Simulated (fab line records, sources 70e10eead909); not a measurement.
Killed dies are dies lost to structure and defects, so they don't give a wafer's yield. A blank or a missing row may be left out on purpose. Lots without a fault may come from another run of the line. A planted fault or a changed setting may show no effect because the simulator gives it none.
fab line records | flow nand_harc
record lots=24 wafers=72 last_day=34
route steps=1302 shown A_STAIRCASE@639
lots that met no fault: from a run of the same line without faults
start_h: hours from the record's first day to the start of the lot's first wafer shown | wait_h: hours since the lot's step before | " the same as in the row above | L1.1+2: a row that stands for several wafers | - no value, or no start given | * or withheld: withheld | < > ~ a bound
route shown NAME@n: a module of which the file shows steps, and the number in the route of the first | usual: mean/standard deviation of fault-free wafers | same: alike in all rows | chamber/n: place in a boat | sites: the reading at each site | _std_site: their standard deviation | _edge_site: outer sites' mean less inner sites' | radius_mm: how far each site lies from the wafer's centre | mask NAME#n: copy n | behind: the tool/chamber that last shaped the wafer | hold: why the lot was held/for how many hours/how that ended | device: the transistor (n, p or np) that didn't switch | end of line: the same wafers' tests at the end of the route | a step without rows: its recipe alone | killed: dies lost to structure and defects at the first sort, not the wafer's yield | map: a wafer's dies, x killed, . not, _ none there
set.NAME: the setting as run; set.NAME@STEP: as run at that earlier step | model.NAME: the simulator's own value behind a step, which no gauge read
steps of the route over a sample of lots; a table a step, a row a wafer
services: from which hour (start_h, from the record's first day; less than 0 if before it) a tool's chamber was out of use, for how many hours, and why
## steps
# step NHARC_A_STAIRCASE_DEP_156
# recipe target_thk_a=500 temp_c=400 target_thk_nm=50 flow_sccm=200 rf_w=450 material=SiNx
# usual heater_power_w=737/47
# columns lot.wafer tool chamber start_h wait_h heater_power_w
L074.2 pecvd-01 1 365.18 0.1 789
L074.3 " 2 " " 827
L074.6 " 2 " " 842
L076.3 pecvd-02 1 375.04 0.6 625
L076.2 " 0 " " 676
L076.4 " 0 " " 681
L077.5 pecvd-01 0 375.13 0.5 820
L077.6 " 1 " " 780
L077.4 " 2 " " 716
L075.3 pecvd-02 1 375.21 0.4 688
L075.5 " 2 " " 760
L075.6 " 0 " " 749
L078.2 pecvd-03 1 385.34 0.1 695
L078.3 " 2 " " 750
L078.1 " 0 " " 714
L079.3 pecvd-02 2 395.71 0.1 786
L079.1 " 0 " " 749
L079.4 " 0 " " 720
L080.2 pecvd-03 0 411.44 0.1 708
L080.4 " 0 " " 727
L080.6 " 2 " " 798
L081.3 pecvd-01 0 415.47 0.3 773
L081.2 " 1 " " 679
L081.5 " 0 " " 765
L082.1 pecvd-01 1 424.29 0.2 705
L082.2 " 2 " " 860
L082.5 " 2 " " 860
L083.2 pecvd-03 0 432.87 0.1 747
L083.5 " 1 " " 763
L083.4 " 0 " " 749
L085.3 pecvd-02 1 453.79 0.1 720
L085.2 " 2 " " 671
L085.4 " 2 " " 705
L084.2 pecvd-03 1 453.81 0.1 747
L084.6 " 2 " " 753
L084.4 " 1 " " 724
L086.3 pecvd-02 0 465.82 0.1 760
L086.4 " 0 " " 768
L086.6 " 2 " " 716
L087.3 pecvd-02 1 475.50 0.1 730
L087.4 " 2 " " 710
L087.6 " 0 " " 717
L088.4 pecvd-03 0 495.18 0.2 690
L088.3 " 1 " " 713
L088.6 " 1 " " 715
L089.1 pecvd-02 1 498.61 0.1 724
L089.2 " 0 " " 721
L089.6 " 1 " " 721
L090.3 pecvd-03 0 508.62 0.1 657
L090.2 " 2 " " 772
L090.5 " 1 " " 727
L091.3 pecvd-03 2 512.58 0.1 763
L091.4 " 2 " " 761
L091.6 " 1 " " 714
L093.4 pecvd-01 2 540.62 0.2 793
L093.5 " 0 " " 778
L093.6 " 1 " " 817
L092.4 pecvd-01 1 545.74 0.2 817
L092.6 " 2 " " 705
L092.5 " 0 " " 780
L094.2 pecvd-02 2 559.42 0.1 758
L094.1 " 0 " " 808
L094.4 " 1 " " 683
L095.2 pecvd-02 1 575.91 0.2 729
L095.5 " 2 " " 638
L095.6 " 0 " " 801
L096.3 pecvd-03 1 576.00 0.2 786
L096.2 " 2 " " 725
L096.5 " 2 " " 725
L097.2 pecvd-03 1 592.17 0.1 708
L097.1 " 2 " " 811
L097.5 " 1 " " 701
# step NHARC_A_STAIRCASE_DESCUM_168
# recipe time_s=3 o2_flow_sccm=200 ar_flow_sccm=0 bias_power_w=0 chemistry=O2
# usual drypump_motor_current_A=5.8/0.43 oes_product_au=1.000/0.009 rf_vpp_V=57.9/0.97 showerhead_plenum_p_Torr=1.93/0.11 throttle_valve_pct=11.311/0.0096
# same bias_power_w=0 time_s=3
# columns lot.wafer tool chamber start_h wait_h drypump_motor_current_A oes_product_au rf_hours_counter_h rf_vpp_V showerhead_plenum_p_Torr throttle_valve_pct
L074.3 rie_diel-13 2 366.13 - 6.2 0.994 4 59.9 1.98 11.301
L074.2 " 3 " " 6.3 1.006 0 57.1 1.99 11.315
L074.6 " 2 " " 6.2 0.995 - 56.7 1.97 11.311
L076.3 rie_diel-13 2 376.02 - 6.2 0.999 7 58.5 1.97 11.321
L076.2 " 0 " " 5.4 1.001 10 59.8 2.07 11.301
L076.4 " 1 " " 5.6 0.996 9 58.2 1.85 11.314
L077.4 rie_diel-01 0 376.19 - 5.3 1.005 50 57.3 2.06 11.307
L077.6 " 3 " " 6.6 1.000 - 57.6 1.84 11.302
L077.5 " 0 " " 5.4 1.003 - 57.5 2.06 11.307
L075.3 rie_diel-06 3 376.37 - 5.4 1.010 22 56.8 1.84 11.302
L075.5 " 2 " " 5.3 1.010 - 58.1 1.83 11.307
L075.6 " 3 " " 5.4 1.016 - 56.7 1.84 11.329
L078.2 rie_diel-13 3 386.31 - 6.3 0.997 8 56.9 1.98 11.300
L078.1 " 0 " " 5.4 1.002 14 57.5 2.07 11.327
L078.3 " 2 " " 6.3 0.990 11 58.8 1.97 11.325
L079.3 rie_diel-13 2 396.56 - 6.2 0.998 16 58.8 1.97 11.311
L079.4 " 3 " " 6.3 1.001 14 58.4 1.98 11.313
L079.1 " 1 " " 5.6 0.992 18 57.5 1.85 11.291
L080.2 rie_diel-01 0 412.29 - 5.4 0.995 11 58.1 2.05 11.305
L080.4 " 3 " " 6.5 0.995 11 58.3 1.84 11.313
L080.6 " 0 " " 5.4 1.003 - 57.1 2.05 11.311
L081.3 rie_diel-01 1 416.30 - 5.6 1.005 9 57.3 1.78 11.304
L081.2 " 0 " " 5.3 0.995 11 58.9 2.06 11.308
L081.5 " 1 " " 5.6 1.007 - 57.2 1.78 11.319
L082.1 rie_diel-01 1 425.24 - 5.6 0.992 12 57.5 1.78 11.318
L082.2 " 3 " " 6.6 0.996 13 57.6 1.84 11.299
L082.5 " 1 " " 5.6 1.002 - 56.7 1.78 11.302
L083.2 rie_diel-06 3 433.68 - 5.4 1.020 44 57.0 1.83 11.319
L083.4 " 0 " " 6.5 1.016 39 59.5 1.97 11.325
L083.5 " 2 " " 5.3 1.017 - 57.3 1.83 11.301
L084.2 rie_diel-13 3 454.75 - 6.3 1.000 33 58.9 1.98 11.312
L084.4 " 0 " " 5.4 0.994 40 57.6 2.06 11.331
L084.6 " 1 " " 5.6 0.995 - 57.4 1.84 11.312
L085.2 rie_diel-06 1 454.90 - 5.9 0.998 50 57.3 1.78 11.313
L085.3 " 2 " " 5.3 1.002 52 57.6 1.82 11.305
L085.4 " 3 " " 5.4 1.013 51 56.4 1.83 11.300
L086.4 rie_diel-01 2 466.69 - 5.8 0.984 23 58.5 2.02 11.300
L086.3 " 0 " " 5.4 0.984 24 59.2 2.05 11.308
L086.6 " 1 " " 5.6 0.985 - 55.7 1.78 11.305
L087.3 rie_diel-01 2 476.50 - 5.8 0.997 27 56.5 2.02 11.308
L087.4 " 3 " " 6.5 0.996 28 57.9 1.83 11.314
L087.6 " 0 " " 5.4 1.001 - 59.4 2.05 11.299
L088.3 rie_diel-06 0 496.06 - 6.5 1.015 0 58.8 1.96 11.319
L088.4 " 2 " " 5.3 1.016 - 57.3 1.82 11.305
L088.6 " 0 " " 6.5 1.011 - 58.5 1.97 11.318
L089.1 rie_diel-01 1 499.47 - 5.6 0.999 34 55.4 1.78 11.323
L089.2 " 2 " " 5.8 0.987 33 58.1 2.01 11.330
L089.6 " 0 " " 5.4 0.988 - 58.6 2.05 11.319
L090.2 rie_diel-01 3 509.61 - 6.6 1.005 34 57.0 1.83 11.319
L090.3 " 1 " " 5.6 0.998 37 57.3 1.77 11.313
L090.5 " 2 " " 5.8 0.984 - 57.2 2.01 11.316
L091.3 rie_diel-13 0 513.57 - 5.4 1.004 64 59.2 2.05 11.310
L091.4 " 2 " " 6.2 1.008 61 58.8 1.96 11.308
L091.6 " 3 " " 6.2 1.008 - 58.0 1.97 11.316
L093.4 rie_diel-01 3 541.41 - 6.5 0.998 43 57.0 1.83 11.312
L093.6 " 1 " " 5.6 0.988 - 55.4 1.77 11.331
L093.5 " 2 " " 5.7 0.991 - 57.7 2.01 11.295
L092.4 rie_diel-01 2 546.64 - 5.8 0.996 45 58.6 2.01 11.323
L092.6 " 2 " " 5.7 0.992 - 57.9 2.01 11.327
L092.5 " 3 " " 6.5 1.005 - 58.0 1.83 11.310
L094.4 rie_diel-06 2 560.40 - 5.3 1.007 26 57.8 1.81 11.313
L094.1 " 0 " " 6.5 1.008 21 58.8 1.96 11.323
L094.2 " 1 " " 5.9 0.994 26 59.5 2.07 11.297
L095.2 rie_diel-01 0 576.78 - 5.3 0.988 1 58.2 2.04 11.300
L095.6 " 2 " " 5.8 1.006 - 56.9 2.01 11.315
L095.5 " 3 " " 6.6 1.000 - 56.5 1.82 11.323
L096.2 rie_diel-06 1 576.98 - 5.9 0.996 31 56.7 2.07 11.311
L096.3 " 2 " " 5.3 1.009 30 56.1 1.81 11.315
L096.5 " 1 " " 6.0 0.997 - 60.0 2.07 11.317
L097.2 rie_diel-13 0 593.16 - 5.4 1.016 23 58.5 2.05 11.300
L097.1 " 2 " " 6.2 1.004 24 58.4 1.95 11.310
L097.5 " 0 " " 5.4 1.020 - 57.6 2.05 11.316
# step NHARC_A_STAIRCASE_TRIM_22
# recipe time_s=211.2 o2_flow_sccm=500 ar_flow_sccm=0 bias_w=0 chemistry=O2
# usual drypump_motor_current_A=5.8/0.43 oes_product_au=1.002/0.0072 rf_vpp_V=57.9/0.87 showerhead_plenum_p_Torr=3.56/0.18 throttle_valve_pct=17.037/0.0087
# same time_s=211.2
# columns lot.wafer tool chamber start_h wait_h drypump_motor_current_A oes_product_au rf_hours_counter_h rf_vpp_V showerhead_plenum_p_Torr throttle_valve_pct
L074.2 rie_diel-06 3 - - 5.4 1.013 20 59.1 3.40 17.029
L074.3 " 1 " " 6.0 0.997 16 58.9 3.31 17.051
L074.6 " 3 " " 5.3 1.005 - 56.4 3.40 17.035
L076.2 rie_diel-01 1 - - 5.6 0.997 52 56.3 3.31 17.045
L076.4 " 2 " " 5.8 0.997 55 58.2 3.72 17.037
L076.3 " 3 " " 6.6 1.003 53 57.7 3.40 17.032
L077.4 rie_diel-01 1 - - 5.6 1.013 52 57.3 3.31 17.046
L077.6 " 2 " " 5.8 1.000 - 60.0 3.72 17.041
L077.5 " 3 " " 6.6 0.999 - 57.7 3.40 17.041
L075.3 rie_diel-13 2 - - 6.3 1.002 8 58.2 3.63 17.042
L075.6 " 3 " " 6.3 1.002 - 57.2 3.65 17.038
L075.5 " 0 " " 5.5 1.004 - 57.6 3.80 17.057
L078.2 rie_diel-13 3 - - 6.3 1.009 10 56.5 3.65 17.065
L078.3 " 0 " " 5.4 1.007 17 59.1 3.80 17.046
L078.1 " 1 " " 5.7 1.013 15 57.9 3.42 17.026
L079.3 rie_diel-01 3 - - 6.6 1.008 4 58.8 3.40 17.042
L079.1 " 1 " " 5.6 1.004 4 58.4 3.31 17.042
L079.4 " 2 " " 5.8 0.996 4 57.8 3.72 17.051
L080.4 rie_diel-06 3 - - 5.4 1.016 38 57.8 3.39 17.038
L080.2 " 0 " " 6.5 1.000 33 57.3 3.63 17.035
L080.6 " 1 " " 5.9 1.000 - 57.6 3.30 17.039
L081.2 rie_diel-13 2 - - 6.3 0.998 26 59.2 3.62 17.031
L081.3 " 1 " " 5.6 1.007 27 55.9 3.41 17.038
L081.5 " 3 " " 6.3 1.005 - 57.3 3.64 17.039
L082.1 rie_diel-01 0 - - 5.4 0.994 14 58.3 3.77 17.031
L082.2 " 3 " " 6.5 1.004 14 57.4 3.40 17.059
L082.5 " 0 " " 5.4 0.997 - 58.1 3.77 17.019
L083.2 rie_diel-06 2 - - 5.3 1.013 45 59.0 3.38 17.038
L083.4 " 0 " " 6.5 1.006 40 58.9 3.63 17.032
L083.5 " 3 " " 5.4 1.018 - 57.5 3.39 17.032
L084.2 rie_diel-01 1 - - 5.6 1.008 22 58.9 3.30 17.024
L084.4 " 2 " " 5.8 0.990 21 58.5 3.71 17.038
L084.6 " 2 " " 5.8 0.992 - 58.2 3.71 17.038
L085.4 rie_diel-06 3 - - 5.4 1.002 52 57.8 3.39 17.031
L085.3 " 1 " " 5.9 0.992 51 56.5 3.29 17.027
L085.2 " 2 " " 5.3 0.993 54 57.9 3.37 17.056
L086.3 rie_diel-01 0 - - 5.3 1.003 28 56.8 3.76 17.041
L086.4 " 1 " " 5.6 0.999 27 57.8 3.29 17.019
L086.6 " 0 " " 5.3 0.997 - 57.6 3.76 17.038
L087.3 rie_diel-01 3 - - 6.5 0.999 29 57.7 3.39 17.025
L087.4 " 1 " " 5.6 1.007 29 58.3 3.29 17.031
L087.6 " 2 " " 5.8 0.996 - 58.3 3.70 17.046
L088.3 rie_diel-01 0 - - 5.4 1.000 35 58.0 3.76 17.026
L088.4 " 3 " " 6.6 1.011 32 56.4 3.39 17.027
L088.6 " 1 " " 5.6 0.996 - 58.2 3.29 17.039
L089.1 rie_diel-06 0 - - 6.5 1.022 2 57.1 3.62 17.039
L089.2 " 2 " " 5.3 1.005 2 58.3 3.37 17.042
L089.6 " 1 " " 5.9 1.002 - 57.3 3.81 17.026
L090.2 rie_diel-06 1 - - 5.9 0.997 8 56.8 3.80 17.045
L090.3 " 0 " " 6.5 1.008 6 57.2 3.61 17.037
L090.5 " 2 " " 5.3 1.015 - 55.9 3.36 17.034
L091.4 rie_diel-13 3 - - 6.3 1.002 58 57.8 3.62 17.033
L091.3 " 1 " " 5.6 0.996 61 60.1 3.39 17.057
L091.6 " 3 " " 6.3 0.996 - 58.1 3.62 17.037
L093.4 rie_diel-13 3 - - 6.3 1.001 0 57.9 3.62 17.048
L093.6 " 0 " " 5.4 1.000 - 58.8 3.76 17.038
L093.5 " 1 " " 5.6 0.994 - 58.0 3.39 17.033
L092.4 rie_diel-13 0 - - 5.4 1.004 11 58.2 3.76 17.030
L092.6 " 0 " " 5.4 1.004 - 58.2 3.76 17.041
L092.5 " 1 " " 5.6 0.992 - 57.5 3.39 17.033
L094.2 rie_diel-13 2 - - 6.2 1.000 14 57.1 3.59 17.035
L094.1 " 3 " " 6.3 1.005 5 58.1 3.62 17.047
L094.4 " 0 " " 5.4 0.996 15 57.6 3.76 17.037
L096.2 rie_diel-13 0 - - 5.4 1.002 19 57.5 3.76 17.027
L096.3 " 1 " " 5.6 0.997 20 58.5 3.38 17.039
L096.5 " 3 " " 6.3 1.001 - 59.1 3.62 17.050
L095.2 rie_diel-01 1 - - 5.6 0.994 4 58.8 3.81 17.024
L095.6 " 2 " " 5.8 0.997 - 58.9 3.69 17.042
L095.5 " 3 " " 6.6 0.991 - 55.7 3.37 17.042
L097.2 rie_diel-01 1 - - 5.6 0.994 8 58.5 3.80 17.048
L097.1 " 3 " " 6.6 1.006 12 57.5 3.37 17.047
L097.5 " 2 " " 5.8 1.013 - 57.5 3.69 17.040
# step NHARC_A_STAIRCASE_ETCH_192
# recipe target_depth_a=1000 time_s=40.5 ion_energy_ev=400 c4f8_flow_sccm=20 o2_flow_sccm=10 ar_flow_sccm=withheld rf_w=600 bias_w=1000 chemistry=C4F8/O2
# usual oes_product_au=0.943/0.0095 rf_vpp_V=897/6.4
# same time_s=40.5
# columns lot.wafer tool chamber start_h wait_h oes_product_au rf_hours_counter_h rf_vpp_V
L074.2 rie_diel-13 2 - - 0.951 7 900
L074.3 " 3 " " 0.942 3 901
L074.6 " 2 " " 0.959 - 898
L076.4 rie_diel-01 2 - - 0.931 56 904
L076.2 " 3 " " 0.944 54 889
L076.3 " 1 " " 0.948 53 888
L077.4 rie_diel-13 2 - - 0.927 10 900
L077.5 " 2 " " 0.939 - 898
L077.6 " 3 " " 0.942 - 901
L075.3 rie_diel-13 2 - - 0.939 10 900
L075.5 " 1 " " 0.932 - 892
L075.6 " 2 " " 0.936 - 900
L078.2 rie_diel-06 2 - - 0.936 31 891
L078.1 " 0 " " 0.965 25 899
L078.3 " 1 " " 0.944 26 888
L079.1 rie_diel-13 0 - - 0.945 24 906
L079.3 " 1 " " 0.942 19 892
L079.4 " 2 " " 0.932 19 899
L080.2 rie_diel-01 1 - - 0.941 10 887
L080.4 " 2 " " 0.943 10 903
L080.6 " 1 " " 0.947 - 887
L081.3 rie_diel-06 3 - - 0.955 43 892
L081.2 " 1 " " 0.953 37 888
L081.5 " 0 " " 0.945 - 899
L082.2 rie_diel-13 1 - - 0.935 30 893
L082.1 " 3 " " 0.964 26 899
L082.5 " 2 " " 0.946 - 899
L083.4 rie_diel-01 2 - - 0.944 14 901
L083.2 " 0 " " 0.957 17 904
L083.5 " 2 " " 0.937 - 901
L084.2 rie_diel-13 2 - - 0.929 38 899
L084.4 " 0 " " 0.939 42 904
L084.6 " 2 " " 0.930 - 900
L085.4 rie_diel-13 3 - - 0.939 35 900
L085.3 " 0 " " 0.942 42 904
L085.2 " 2 " " 0.956 38 899
L086.3 rie_diel-13 0 - - 0.941 48 905
L086.4 " 2 " " 0.951 42 898
L086.6 " 0 " " 0.950 - 905
L087.3 rie_diel-06 0 - - 0.952 56 900
L087.4 " 1 " " 0.938 59 889
L087.6 " 1 " " 0.941 - 886
L088.3 rie_diel-01 0 - - 0.942 36 904
L088.4 " 1 " " 0.948 36 889
L088.6 " 0 " " 0.933 - 903
L089.1 rie_diel-13 1 - - 0.933 55 893
L089.2 " 3 " " 0.942 53 899
L089.6 " 1 " " 0.954 - 892
L090.3 rie_diel-01 1 - - 0.944 39 887
L090.2 " 2 " " 0.921 37 901
L090.5 " 3 " " 0.946 - 890
L091.3 rie_diel-01 2 - - 0.931 37 902
L091.4 " 3 " " 0.931 36 890
L091.6 " 1 " " 0.935 - 887
L093.4 rie_diel-06 3 - - 0.956 16 889
L093.6 " 1 " " 0.936 - 906
L093.5 " 2 " " 0.943 - 888
L092.4 rie_diel-01 2 - - 0.949 48 902
L092.5 " 1 " " 0.962 - 886
L092.6 " 2 " " 0.944 - 901
L094.1 rie_diel-06 3 - - 0.948 20 891
L094.2 " 0 " " 0.949 22 899
L094.4 " 1 " " 0.936 27 906
L096.2 rie_diel-01 2 - - 0.939 6 902
L096.3 " 3 " " 0.947 6 891
L096.5 " 2 " " 0.940 - 902
L095.2 rie_diel-01 0 - - 0.927 4 905
L095.5 " 2 " " 0.945 - 902
L095.6 " 3 " " 0.954 - 890
L097.1 rie_diel-01 1 - - 0.933 8 905
L097.2 " 2 " " 0.939 10 901
L097.5 " 1 " " 0.941 - 906
# step NHARC_A_STAIRCASE_ETCH_194
# recipe target_depth_a=1000 time_s=40.5 ion_energy_ev=400 c4f8_flow_sccm=20 o2_flow_sccm=10 ar_flow_sccm=withheld rf_w=600 bias_w=1000 chemistry=C4F8/O2
# usual oes_product_au=0.946/0.015 rf_vpp_V=898/6.4
# same time_s=40.5
# columns lot.wafer tool chamber start_h wait_h oes_product_au rf_hours_counter_h rf_vpp_V
L074.3 rie_diel-13 2 - - 0.969 7 902
L074.2 " 3 " " 0.950 3 899
L074.6 " 2 " " 0.953 - 900
L076.3 rie_diel-13 1 382.48 - 1.011 11 891
L076.4 " 2 " " 1.006 10 899
L076.2 " 0 " " 1.003 12 905
L077.4 rie_diel-13 0 - - 0.945 13 905
L077.6 " 1 " " 0.926 - 891
L077.5 " 2 " " 0.928 - 899
L075.3 rie_diel-13 3 - - 0.944 7 901
L075.6 " 3 " " 0.944 - 902
L075.5 " 0 " " 0.942 - 905
L078.1 rie_diel-06 0 - - 0.947 25 899
L078.3 " 1 " " 0.933 26 889
L078.2 " 2 " " 0.943 31 890
L079.4 rie_diel-13 2 - - 0.934 19 900
L079.3 " 3 " " 0.944 17 900
L079.1 " 0 " " 0.934 24 905
L080.4 rie_diel-01 1 - - 0.951 10 888
L080.2 " 3 " " 0.939 12 892
L080.6 " 1 " " 0.953 - 888
L081.3 rie_diel-06 1 - - 0.959 37 887
L081.2 " 3 " " 0.966 43 891
L081.5 " 0 " " 0.955 - 898
L082.2 rie_diel-13 3 - - 0.953 26 901
L082.1 " 1 " " 0.929 30 892
L082.5 " 3 " " 0.951 - 902
L083.2 rie_diel-01 3 - - 0.939 17 892
L083.4 " 1 " " 0.941 15 888
L083.5 " 2 " " 0.935 - 903
L084.2 rie_diel-13 2 - - 0.938 38 900
L084.4 " 1 " " 0.939 38 891
L084.6 " 3 " " 0.932 - 900
L085.4 rie_diel-13 2 - - 0.956 38 900
L085.3 " 3 " " 0.943 35 900
L085.2 " 0 " " 0.944 42 904
L086.4 rie_diel-13 3 - - 0.958 41 900
L086.3 " 0 " " 0.955 48 906
L086.6 " 3 " " 0.968 - 899
L087.3 rie_diel-06 0 - - 0.949 56 899
L087.4 " 1 " " 0.945 59 888
L087.6 " 1 " " 0.944 - 886
L088.3 rie_diel-01 2 - - 0.949 34 904
L088.4 " 3 " " 0.942 33 890
L088.6 " 1 " " 0.950 - 888
L089.2 rie_diel-13 3 - - 0.945 53 899
L089.1 " 0 " " 0.941 61 904
L089.6 " 0 " " 0.948 - 904
L090.2 rie_diel-01 2 - - 0.940 37 901
L090.3 " 3 " " 0.954 36 890
L090.5 " 3 " " 0.939 - 890
L091.3 rie_diel-01 2 - - 0.933 37 902
L091.4 " 3 " " 0.936 37 891
L091.6 " 1 " " 0.942 - 887
L093.4 rie_diel-06 1 - - 0.937 23 905
L093.5 " 1 " " 0.937 - 905
L093.6 " 2 " " 0.951 - 890
L092.4 rie_diel-01 2 - - 0.934 48 903
L092.6 " 2 " " 0.930 - 903
L092.5 " 3 " " 0.944 - 891
L094.2 rie_diel-06 2 - - 0.931 29 891
L094.1 " 3 " " 0.924 24 889
L094.4 " 0 " " 0.931 26 900
L096.3 rie_diel-01 1 - - 0.939 4 908
L096.2 " 3 " " 0.949 6 889
L096.5 " 1 " " 0.938 - 903
L095.2 rie_diel-01 3 - - 0.939 7 891
L095.6 " 0 " " 0.933 - 903
L095.5 " 1 " " 0.947 - 904
L097.2 rie_diel-01 1 - - 0.948 8 906
L097.1 " 0 " " 0.936 10 904
L097.5 " 1 " " 0.947 - 906
# step NHARC_A_STAIRCASE_ETCH_197
# recipe target_depth_a=1000 time_s=40.5 ion_energy_ev=400 c4f8_flow_sccm=20 o2_flow_sccm=10 ar_flow_sccm=withheld rf_w=600 bias_w=1000 chemistry=C4F8/O2
# usual oes_product_au=0.956/0.018 rf_vpp_V=896/6.4
# same time_s=40.5
# columns lot.wafer tool chamber start_h wait_h oes_product_au rf_hours_counter_h rf_vpp_V
L074.2 rie_diel-06 2 - - 0.976 21 890
L074.3 " 3 " " 0.967 22 891
L074.6 " 1 " " 0.972 - 888
L076.2 rie_diel-13 0 - - 0.942 12 904
L076.3 " 1 " " 0.951 12 893
L076.4 " 2 " " 0.936 10 900
L077.4 rie_diel-06 0 - - 0.964 22 901
L077.6 " 0 " " 0.961 - 900
L077.5 " 1 " " 0.973 - 888
L075.3 rie_diel-13 0 - - 0.935 13 906
L075.5 " 2 " " 0.946 - 901
L075.6 " 3 " " 0.952 - 900
L078.1 rie_diel-01 3 - - 0.947 0 892
L078.3 " 1 " " 0.935 0 888
L078.2 " 2 " " 0.930 0 904
L079.4 rie_diel-01 3 - - 0.937 5 891
L079.1 " 1 " " 0.934 6 889
L079.3 " 2 " " 0.927 5 903
L080.4 rie_diel-01 0 - - 0.948 12 906
L080.2 " 1 " " 0.953 10 887
L080.6 " 2 " " 0.938 - 903
L081.2 rie_diel-06 1 - - 0.958 37 887
L081.3 " 2 " " 0.952 42 890
L081.5 " 1 " " 0.960 - 889
L082.1 rie_diel-06 1 - - 0.961 39 888
L082.2 " 0 " " 0.968 39 899
L082.5 " 1 " " 0.973 - 889
L083.4 rie_diel-06 2 - - 0.939 45 890
L083.2 " 0 " " 0.924 40 901
L083.5 " 2 " " 0.928 - 890
L084.4 rie_diel-06 3 - - 0.989 53 891
L084.2 " 0 " " 0.978 50 899
L084.6 " 3 " " 0.993 - 893
L085.4 rie_diel-13 0 - - 0.949 42 906
L085.2 " 1 " " 0.949 39 893
L085.3 " 2 " " 0.936 39 900
L086.4 rie_diel-13 0 - - 0.948 48 907
L086.3 " 1 " " 0.943 43 891
L086.6 " 3 " " 0.964 - 901
L087.3 rie_diel-06 2 - - 0.940 61 891
L087.4 " 3 " " 0.964 59 891
L087.6 " 2 " " 0.944 - 890
L088.3 rie_diel-13 3 - - 0.969 52 899
L088.4 " 1 " " 0.978 54 891
L088.6 " 0 " " 0.977 - 905
L089.1 rie_diel-01 2 - - 0.978 34 903
L089.2 " 1 " " 0.954 36 887
L089.6 " 3 " " 0.981 - 891
L090.2 rie_diel-06 1 - - 0.929 9 906
L090.3 " 2 " " 0.932 9 891
L090.5 " 1 " " 0.932 - 907
L091.4 rie_diel-01 3 - - 0.935 37 892
L091.3 " 1 " " 0.941 40 889
L091.6 " 0 " " 0.947 - 905
L093.4 rie_diel-06 1 - - 0.946 23 905
L093.6 " 2 " " 0.955 - 891
L093.5 " 3 " " 0.938 - 890
L092.4 rie_diel-06 2 - - 0.972 25 890
L092.6 " 3 " " 0.977 - 889
L092.5 " 0 " " 0.979 - 898
L094.1 rie_diel-01 1 - - 0.970 0 907
L094.2 " 2 " " 0.970 0 900
L094.4 " 3 " " 0.982 0 891
L096.3 rie_diel-06 3 - - 0.977 26 890
L096.2 " 1 " " 0.971 31 905
L096.5 " 2 " " 0.966 - 892
L095.2 rie_diel-13 0 - - 0.971 21 905
L095.6 " 0 " " 0.973 - 902
L095.5 " 1 " " 0.962 - 891
L097.2 rie_diel-13 3 - - 0.981 16 898
L097.1 " 1 " " 0.988 26 890
L097.5 " 3 " " 0.961 - 899
## services
# columns tool chamber start_h hours kind
rie_diel-13 - 342.00 9.0 pm
rie_diel-01 3 352.24 8.4 repair
rie_diel-01 0 361.44 - clean
rie_diel-01 1 361.44 - clean
pecvd-03 1 362.15 10.5 repair
pecvd-03 - 366.08 13.0 pm
rie_diel-01 - 382.39 9.0 pm
rie_diel-13 1 384.78 2.4 repair
pecvd-02 - 388.21 1.6 repair
pecvd-02 - 408.51 13.0 pm
rie_diel-06 - 419.89 0.2 repair
pecvd-01 - 441.56 0.5 repair
pecvd-02 - 445.35 1.3 repair
rie_diel-01 3 481.29 5.7 repair
rie_diel-06 - 484.56 9.0 pm
pecvd-03 2 484.57 12.3 repair
pecvd-01 - 492.93 13.0 pm
pecvd-02 - 493.33 3.3 repair
rie_diel-06 3 493.93 7.9 repair
rie_diel-13 - 519.00 9.0 pm
rie_diel-13 3 528.26 14.9 repair
pecvd-03 - 547.08 13.0 pm
rie_diel-01 - 559.39 9.0 pm
pecvd-02 - 589.66 13.0 pm
## key
fault none
